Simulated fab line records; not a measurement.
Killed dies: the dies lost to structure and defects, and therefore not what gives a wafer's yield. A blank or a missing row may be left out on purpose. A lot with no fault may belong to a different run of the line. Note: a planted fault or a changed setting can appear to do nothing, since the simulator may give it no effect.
Matching of chambers	flow n5Finfet	rieDiel-03 running N5_BEOL_M7_DESCUM_33: 4 sister chambers
The step chemistry O2, time 7 s. 8 wafers are shown with their chamber, then 10 later ones without.

EACH WAFER AND ITS CHAMBER
wafer	chamber	drypumpMotorCurrentA (A)	throttleValvePct (%)
L080.4	1	5.2	20.42
L088.1	3	5.1	20.31
L087.6	1	5.2	20.41
L090.1	2	4.8	19.95
L090.2	3	5.1	20.34
L090.5	0	5.3	20.49
L091.3	0	5.4	20.50
L091.4	2	4.8	19.94

WAFERS WITHOUT THEIR CHAMBER
wafer	drypumpMotorCurrentA (A)	throttleValvePct (%)
L091.6	4.8	19.94
L093.1	5.1	20.32
L093.4	4.8	19.95
L093.6	5.1	20.44
L097.3	5.1	20.32
L097.4	5.3	20.51
L097.6	5.2	20.45
L096.1	5.2	20.45
L096.3	5.1	20.34
L096.5	5.1	20.33

EACH ONE'S CHAMBER
wafer	from the rows above	in truth
L091.6	2	2
L093.1	3	3
L093.4	2	2
L093.6	1	1
L097.3	3	3
L097.4	0	0
L097.6	1	1
L096.1	1	1
L096.3	3	3
L096.5	3	3
Placed correctly: 10 of 10. Can't be placed from these rows: 0. Wrongly placed: 0.
How it was worked out, from the rows above alone: a wafer's distance from a chamber is the root of the sum, over the readings, of the square of ((its reading less the chamber's mean) divided by the reading's scatter). If the next closest chamber is less than 2 further off than the closest, the wafer can't be placed; otherwise it belongs to the closest. The mean given for a chamber averages the wafers shown for that chamber. How the scatter is found: for the shown wafers, subtract from each reading the mean of its chamber, square and add these, divide the total by (wafers less chambers), then take the root.
